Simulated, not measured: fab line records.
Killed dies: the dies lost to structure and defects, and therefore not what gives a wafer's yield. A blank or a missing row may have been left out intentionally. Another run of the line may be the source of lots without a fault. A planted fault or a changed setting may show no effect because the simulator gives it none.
Which of the tools did it? | flow n5_finfet | 11 lots, 33 wafers sampled, at 1 step of a route of 1938

== WHAT THE GAUGES READ, wafer by wafer ==
N5_BEOL_M9_THK_MEAS_01. Usual: for M9_ILD_THK the level is 268 nm and the standard deviation is 3.2.
lot  | measured     | on            | M9_ILD_THK (nm) | flag
L839 | day 10 04:22 | film_metro-02 | 267 264 268     |
L842 | day 10 12:10 | film_metro-01 | 265 264 268     |
L844 | day 11 15:45 | film_metro-02 | 265 269 270     |
L848 | day 12 20:05 | film_metro-01 | 268 268 276     |
L850 | day 13 13:53 | film_metro-02 | 264 268 269     |
L851 | day 14 08:33 | film_metro-01 | 266 262 265     |
L855 | day 15 01:02 | film_metro-01 | 269 270 267     |
L861 | day 15 10:17 | film_metro-01 | 266 271 271     |
L858 | day 15 11:13 | film_metro-01 | 266 269 270     |
L862 | day 16 06:18 | film_metro-02 | 265 268 271     |
L860 | day 17 05:38 | film_metro-01 | 262 261 269     |

== TOOL THAT RAN EACH LOT (tool first, then ch and the chambers of the sampled wafers, then the start) ==
The record holds no process step before these readings.

== WHAT THE TOOLS THEMSELVES READ (means of the sampled wafers that have a number; where no wafer has one, the mark that the record gives instead) ==
The record holds no such reading with a usual standard deviation.

== THE ANSWER, worked out from the rows above alone ==
Rule: a lot counts as off when the mean over its wafers that have a number is more than 3 standard deviations away from the usual mean. A lot without any number at a reading at which 4 lots or more have one is off too. Where the step has rows for the other lots, those lots are counted as sound. After the gauges, taken in route order, come the tools' own readings; for these a lot's mean is taken, as printed above. At the first step where some lot is off, the reading lying furthest off is the one used; lots without a number count as furthest.
None of the lots is off at any reading shown; this tells nothing.

== WHAT THE SIMULATOR HAD INSERTED ==
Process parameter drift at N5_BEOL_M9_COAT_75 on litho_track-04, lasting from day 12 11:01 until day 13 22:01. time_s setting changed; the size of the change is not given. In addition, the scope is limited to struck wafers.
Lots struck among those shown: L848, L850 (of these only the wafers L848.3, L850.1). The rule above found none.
